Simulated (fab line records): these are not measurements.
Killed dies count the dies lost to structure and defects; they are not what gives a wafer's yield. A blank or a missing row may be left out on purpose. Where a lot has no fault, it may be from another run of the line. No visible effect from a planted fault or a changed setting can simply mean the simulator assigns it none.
8D (eight disciplines) problem report, filled in by code | flow n5_finfet | the parts of the form that need people (team, actions taken, sign-off) are left out

== 1. WHAT WENT WRONG ==
Wafers without a fault read 50.3 nm, standard deviation 0.83; cd_nm at N5_SDB_CD_MEAS_11 reads a mean of 43.2 nm on 6 wafers belonging to 2 lots. Measured from the usual mean, that is -8.5 standard deviations.
The step: target cd 50 nm.
The first sign was on wafer L955.2 at day 7 16:52, on cd_sem-02. The record holds 27 wafers of 9 lots with a number at this step. The rule behind "out" and "out of limits": a value lying over 4 standard deviations away from the usual mean. Any other wafer with a number is counted as sound.

== 2. WHAT IT IS AND WHAT IT IS NOT ==
question                    | is                     | is not
which readings at this step | cd_nm                  | -
which lots                  | L955, L956             | L940, L941, L946, L949, L959, L960, L961
which wafers of those lots  | all that have a number | -
read on which gauges        | cd_sem-02              | cd_sem-01, cd_sem-03
when                        | from day 7 16:52       | up to then (12 sound wafers); but 9 sound wafers of L959, L960, L961 came after

== 3. WHAT RULES OUT EACH SUSPECT ==
Counting: any tool at a process step up to the reading is kept as a suspect provided that every lot that is out went through it and no sound lot did after the first of them.
- ruled out: the gauge at N5_SDB_CD_MEAS_11. All the wafers that are out were read on cd_sem-02, but those of them that N5_SDB_EXPOSE_08 has rows for are out there too, on other tools.
- arfi_scanner-01 at N5_SDB_EXPOSE_08 (exposes mask SDB): kept. It processed each lot that is out, first L955 at day 7 16:45, and no sound lot thereafter; up to then, the last sound lot it processed was L949 at day 6 05:42. Out on those wafers are its own readings of exposure_dose_mJ_cm2.
Left after counting: arfi_scanner-01 at N5_SDB_EXPOSE_08.

== 4. THE CAUSE (what the simulator had put in) ==
Drift in process parameters on arfi_scanner-01 at N5_SDB_EXPOSE_08, starting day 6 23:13. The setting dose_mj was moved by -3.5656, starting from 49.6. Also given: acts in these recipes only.
Only this tool survived the counting.

== 5. THE CHAIN OF EFFECTS, in route order ==
Each row: a reading whose mean over the struck wafers that have a number lies more than 3 standard deviations from the usual. Only readings for which the record gives a usual standard deviation are gone through. hours: the time from each lot's start at the first step in this table that gives one to its start at this step, as a median over the lots. sigmas: the change in usual standard deviations.
hours | step                    | reading              | usual   | on struck wafers | change | sigmas
0     | N5_SDB_EXPOSE_08        | exposure_dose_mJ_cm2 | 49.57   | 46.35            | -3.22  | -57
0     | N5_SDB_CD_MEAS_11       | cd_nm                | 50.3 nm | 43.2             | -7.1   | -8.5
269   | N5_PASSIVATION_PROBE_49 | defect_limited_yield | 91.6 %  | 75.8             | -15.8  | -9.9
269   | N5_PASSIVATION_PROBE_49 | killed_at_front_end  | 38      | 222              | +184   | +15
269   | N5_PASSIVATION_PROBE_49 | killed_dies          | 99      | 285              | +186   | +10
269   | N5_PASSIVATION_PROBE_49 | killed_on_rim        | 13      | 72               | +59    | +15
269   | N5_PASSIVATION_PROBE_49 | sort_bin_5_function  | 4.9 %   | 20.6             | +15.7  | +16
269   | N5_PASSIVATION_PROBE_49 | sort_n_pass          | 1081    | 895              | -186   | -10
269   | N5_PASSIVATION_PROBE_49 | sort_yield_pct       | 91.6 %  | 75.8             | -15.8  | -9.9
Here are the process steps it includes:
- N5_SDB_EXPOSE_08: exposes mask SDB.
- N5_PASSIVATION_PROBE_49
Later steps that measure or inspect, where all struck wafers having a row at the step show a number for every such reading and not one has moved that far: N5_BEOL_M4_RC_MEAS_101.

== 6. HOW IT WOULD HAVE BEEN CAUGHT EARLIER ==
In this record the first reading out of limits at a measuring or inspecting step was taken at day 7 16:52, 18 hours after the fault began at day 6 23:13.
At N5_SDB_EXPOSE_08, the tool's own readings (exposure_dose_mJ_cm2) were out on each struck wafer the step has a row for, so an alarm limit on them would have fired on the first such wafer.
Lots out: 2; of these, L956 started N5_SDB_EXPOSE_08 on arfi_scanner-01 after day 7 16:52. Putting the tool on hold at that point would have spared it.
